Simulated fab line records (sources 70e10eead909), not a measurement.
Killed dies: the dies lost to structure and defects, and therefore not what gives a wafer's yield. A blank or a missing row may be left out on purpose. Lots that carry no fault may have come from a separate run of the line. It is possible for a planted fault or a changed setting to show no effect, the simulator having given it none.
What tool caused it? -- flow nand-harc -- Sampling: 6 lots, 18 wafers, 6 of 1159 route steps

WHAT THE GAUGES READ, wafer by wafer
NHARC_END_SORT_01.
lot -- measured -- on -- defect-limited-yield (%)

EACH LOT AND THE TOOL THAT RAN IT (in order: tool; ch and the chambers of the sampled wafers; start)
lot,NHARC_P_M2_DESCUM_14,NHARC_P_M2_PRE_CLEAN_30,NHARC_P_M2_ECD_22,NHARC_P_M2_CMP_23,NHARC_P_M2_PRE_CLEAN_32
L678,"rie-diel-01 ch 0,2,3, day 6 14:35","pvd-sputter-03, day 6 16:03 or earlier","ecd-cu-01 ch 0,1, day 6 16:03","cmp-03 ch 0,1,3, day 6 16:40","pecvd-04 ch 0,2, day 6 17:18"
L680,"rie-diel-03 ch 2,3, day 6 22:44","pvd-sputter-01, day 7 00:07 or earlier","ecd-cu-01 ch 0,1, day 7 00:07","cmp-04 ch 0,2, day 7 00:55","pecvd-01 ch 0,1,2, day 7 01:27"
L683,"rie-diel-12 ch 0,3, day 7 16:53","pvd-sputter-03, day 7 18:18 or earlier","ecd-cu-02 ch 0,1, day 7 18:18","cmp-03 ch 0,1,2, day 7 19:03","pecvd-01 ch 0,1,2, day 7 19:37"
L693,"rie-diel-01 ch 0,2,3, day 10 11:41","pvd-sputter-02, day 10 13:17 or earlier","ecd-cu-01 ch 0,1, day 10 13:17","cmp-01 ch 2,3, day 10 14:02","pecvd-04 ch 0,1,2, day 10 14:41"
L694,"rie-diel-03 ch 0,1, day 10 16:26","pvd-sputter-01, day 10 17:50 or earlier","ecd-cu-01 ch 0, day 10 17:50","cmp-04 ch 0,2,3, day 10 18:38","pecvd-04 ch 0,1, day 10 19:08"
L699,"rie-diel-03 ch 0,2,3, day 11 22:01","pvd-sputter-01, day 11 23:32 or earlier","ecd-cu-01 ch 0,1, day 11 23:32","cmp-04 ch 0,2, day 12 00:14","pecvd-02 ch 0,1,2, day 12 00:46"
- NHARC_P_M2_DESCUM_14: chemistry O2, time 3 s.
- NHARC_P_M2_PRE_CLEAN_30: time 30 s.
- NHARC_P_M2_ECD_22: material Cu, target thk 400 nm.
- NHARC_P_M2_CMP_23: polishes, t overpolish 20 s, target thk 144.3 nm.
- NHARC_P_M2_PRE_CLEAN_32: time 12 s.

THE ANSWER, worked out from the rows above alone
Rule: the usual values come from the lots themselves. The widest of any qualifying gaps counts: lots, ordered by their means at a reading, are off when they make up no more than a third of the lots, leave a main group of 4 or more, and stand apart from it by 3 or more times the standard deviation of that group's means. Not used: any main group whose means are identical at the precision the tables above print for the reading. A lot without any number at a reading at which 4 lots or more have one is off too. The other lots that the step has rows for count as sound.
None of the lots is off at any reading shown; this tells nothing.

WHAT THE SIMULATOR HAD PUT IN
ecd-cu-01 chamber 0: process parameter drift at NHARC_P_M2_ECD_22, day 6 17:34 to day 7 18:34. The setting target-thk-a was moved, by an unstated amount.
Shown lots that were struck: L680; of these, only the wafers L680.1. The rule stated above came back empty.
